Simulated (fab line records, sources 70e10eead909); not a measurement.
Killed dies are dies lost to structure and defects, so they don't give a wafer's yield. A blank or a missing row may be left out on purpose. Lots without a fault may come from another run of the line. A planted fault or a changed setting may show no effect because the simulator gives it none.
A struck lot beside a sound one | flow nand_harc | 14 steps out of a route of 1159
Sound: wafers L583.1, L583.2, L583.5. Struck: wafers L581.4, L581.5. The cause comes at the end.
At each step with rows: each side's tool, then ch and its chambers, then its first start. Under that, the readings that differ: sound wafers | struck wafers | difference of the means | sigmas: that difference in standard deviations of wafers without a fault.
alike: readings whose means differ by less than 2 such deviations, and words and numbers that are the same on both sides. not compared: withheld readings, readings that some wafer has no value for, bounds like >300 that may hide the same value, and numbers for which the record gives no deviation and whose values overlap.
The two part at a step that has a row with sigmas, a row that says differs or no value, or rows on one side only. Numbers that don't overlap but have no deviation are shown without sigmas and don't part them. A reading that every wafer of one side lacks parts them only if that side has two wafers or more.

NHARC_A_SOURCE_PLATE_THK_MEAS_09: measures by ellipsometry.
  sound on film_metro-02, day 12 04:44; struck on film_metro-01, day 12 04:44
  alike: thk_nm
then, 3 steps without rows for these wafers: NHARC_A_SOURCE_PLATE_PVD_04 (deposits WSi2, target thk 50 nm); NHARC_A_SOURCE_PLATE_CVD_03 (deposits poly-Si, target thk 200 nm, time 4000 s); NHARC_A_SOURCE_PLATE_ANNEAL_05 (time 1800 s).
NHARC_A_SOURCE_PLATE_THK_MEAS_06: measures by ellipsometry.
  sound on film_metro-02, day 12 18:17; struck on film_metro-01, day 12 18:17
  alike: thk_nm
NHARC_A_SOURCE_PLATE_INSPECT_08:
  sound on defect_inspect-02, day 12 18:22; struck on defect_inspect-01, day 12 18:20
  alike: raw_defect_count
then, 1 step without rows for these wafers: NHARC_A_ONON_D1_DEP_00 (target thk 1000 nm).
NHARC_A_ONON_D1_THK_MEAS_02: measures by ellipsometry.
  sound on film_metro-02, day 12 18:56; struck on film_metro-01, day 12 18:55
  alike: thk_nm
then, 1 step without rows for these wafers: NHARC_A_ONON_D1_DEP_03 (target thk 1000 nm).
NHARC_A_ONON_D1_THK_MEAS_05: measures by ellipsometry.
  sound on film_metro-02, day 12 19:31; struck on film_metro-02, day 12 19:29
  alike: thk_nm
NHARC_A_ONON_D1_DEP_06: target thk 1000 nm.
  sound on pecvd_onon-03 ch 0, day 12 19:35; struck on pecvd_onon-02 ch 0, day 12 19:43
NHARC_A_ONON_D1_THK_MEAS_08: measures by ellipsometry.
  sound on film_metro-02, day 12 20:07; struck on film_metro-01, day 12 20:04
  reading     | sound       | struck  | difference | sigmas
  thk_nm (nm) | 988 993 991 | 765 764 | -226       | -24
then, 1 step without rows for these wafers: NHARC_A_ONON_D1_DEP_09 (target thk 1000 nm).
NHARC_END_SORT_01:
  the record has rows for the sound wafers here (prober-02 ch 0, day 24 23:16) and none for the struck ones

WHERE THEY PART
First at NHARC_A_ONON_D1_THK_MEAS_08; last, within this record, at NHARC_END_SORT_01.

WHY: what the simulator had put in
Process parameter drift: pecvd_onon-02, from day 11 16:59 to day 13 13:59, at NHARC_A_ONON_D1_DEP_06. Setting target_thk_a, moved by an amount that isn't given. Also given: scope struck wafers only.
